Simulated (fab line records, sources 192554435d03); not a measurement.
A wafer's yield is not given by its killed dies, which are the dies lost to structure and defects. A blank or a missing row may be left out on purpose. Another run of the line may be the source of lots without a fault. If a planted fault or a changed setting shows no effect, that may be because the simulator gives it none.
A lot that was struck, set against a sound lot -- flow n5Finfet -- 16 steps out of a route of 1938
Sound: wafers L943.2, L943.3, L943.6. Struck: wafers L949.2, L949.6. At the end, the cause is stated.
For every step that has rows: the tool of each side, followed by ch and its chambers, followed by its first start. Under that, the readings that differ: sound wafers -- struck wafers -- difference of the means -- sigmas: that difference in standard deviations of wafers without a fault.
alike: same words and numbers on both sides, and readings whose means sit less than 2 such deviations apart. not compared: any withheld reading, any reading some wafer has no value for, any bound like >300 that may hide the same value, and any number with overlapping values for which the record gives no deviation.
The two part at a step that has a row with sigmas, a row that says differs or no value, or rows on one side only. When numbers do not overlap yet have no deviation, they are printed without sigmas and do not part them. A reading that every wafer of one side lacks parts them only if that side has two wafers or more.

first, 3 steps without rows for these wafers: N5_MOL_CONTACT_COAG_ETCH_106 (etches SOC in N2/H2, target depth 80 nm, overetch 16 nm, time 120 s); N5_MOL_CONTACT_COAG_STRIP_107 (strips in N2/H2); N5_MOL_CONTACT_COAG_STRIP_108 (strips in N2/H2).
N5_MOL_CONTACT_COAG_CONTACT_ETCH_14: etches SiO2 in C4F6/O2, target depth 27.5 nm, overetch 8.5 nm, time 20 s.
  sound on rieDiel-01 ch 0,1,3, day 6 00:15; struck on rieDiel-05 ch 2,3, day 7 21:07
  alike: biasW, chamberPressureMTorr, drypumpMotorCurrentA, oesProductAu, rfVppV, showerheadPlenumPTorr, throttleValvePct
  not compared: rfHoursCounterH
then, 1 step without rows for these wafers: N5_MOL_CONTACT_COAG_STRIP_109 (strips in C4F6/O2).
N5_MOL_CONTACT_COAG_ETCH_15: etches SiNx in CH3F/O2, stops on Si:P, target depth 7 nm.
  sound on rieDiel-01 ch 0,1,3, day 6 00:17; struck on rieDiel-05 ch 2,3, day 7 21:08
  alike: biasW, chamberPressureMTorr, drypumpMotorCurrentA, oesProductAu, rfVppV, showerheadPlenumPTorr, throttleValvePct
  not compared: rfHoursCounterH
N5_MOL_CONTACT_COAG_ETCH_110: etches Si in CF4/O2, target depth 2.5 nm, time 8 s.
  sound on rieDiel-01 ch 0,1,3, day 6 00:21; struck on rieDiel-05 ch 2,3, day 7 21:12
  alike: biasW, chamberPressureMTorr, drypumpMotorCurrentA, oesProductAu, rfVppV, showerheadPlenumPTorr, throttleValvePct
  not compared: rfHoursCounterH
N5_MOL_CONTACT_COAG_STRIP_98: strips in N2/H2.
  sound on rieDiel-01 ch 0,1,3, day 6 00:24; struck on rieDiel-05 ch 2,3, day 7 21:15
  alike: chamberPressureMTorr, drypumpMotorCurrentA, oesProductAu, powerW, rfVppV, showerheadPlenumPTorr, throttleValvePct
  not compared: rfHoursCounterH
N5_MOL_CONTACT_COAG_CD_MEAS_99: target cd 17.2 nm.
  sound on cdSem-01, day 6 00:28; struck on cdSem-03, day 7 21:19
  alike: cdNm
then, 2 steps without rows for these wafers: N5_MOL_CONTACT_COAG_IMPLANT_129; N5_MOL_CONTACT_COAG_PRECLEAN_111 (cleans in NF3:NH3, afs cycles 1, time 20 s, sublimation time 60 s).
N5_MOL_CONTACT_COAG_TI_SIL_19: material Ti, target thk 4.2 nm, time 15 s.
  sound on pvdSputter-03, day 6 02:08; struck on pvdSputter-02, day 7 22:54
  alike: throttleValvePct
N5_MOL_CONTACT_COAG_ALD_20: deposits TiN, target thk 1.5 nm, pulse time 1 s, purge time 3 s.
  sound on aldMetal-02 ch 0,1,2, day 6 02:16; struck on aldMetal-02 ch 2,3, day 7 23:01
reading,sound,struck,difference,sigmas
aldCycles,68 68 68,66 66,-2,
  alike: heaterPowerW, precursorPulseHeightRel
then, 1 step without rows for these wafers: N5_MOL_CONTACT_COAG_SIL_ANNEAL_21 (time 60 s).
-- a jump in the record: the struck wafers' starts before and after are 4 days apart (it breaks off in module MOL_CONTACT_COAG and resumes in module BEOL_M4, where the first step shown is number 1111 of the route) --
N5_BEOL_M4_RC_MEAS_101:
  sound on prober-01 ch 0, day 9 03:05; struck on prober-02 ch 0, day 11 20:17
  alike: DIBL_N, DIBL_P, IOFF_N, IOFF_P, ION_N, ION_P, SS_N, SS_P, VT_N, VT_P
-- a jump in the record: the struck wafers' starts before and after are 5 days apart (it breaks off in module BEOL_M4 and resumes in module PASSIVATION, where the first step shown is number 1936 of the route) --
N5_PASSIVATION_PROBE_49:
  sound on prober-02, day 14 04:13; struck on prober-02, day 17 06:20
  alike: defectLimitedYield, killed_at_M0_to_M3, killed_at_M4_up, killedAtContacts, killedAtFrontEnd, killedAtOther, killedDies, killedOpen, killedShort, sort_bin_4_leakage, sort_bin_5_function, sort_bin_6_memory, sortNPass, sortYieldPct

== WHERE THEY PART ==
Nowhere in this record.

WHY: the cause the simulator had injected
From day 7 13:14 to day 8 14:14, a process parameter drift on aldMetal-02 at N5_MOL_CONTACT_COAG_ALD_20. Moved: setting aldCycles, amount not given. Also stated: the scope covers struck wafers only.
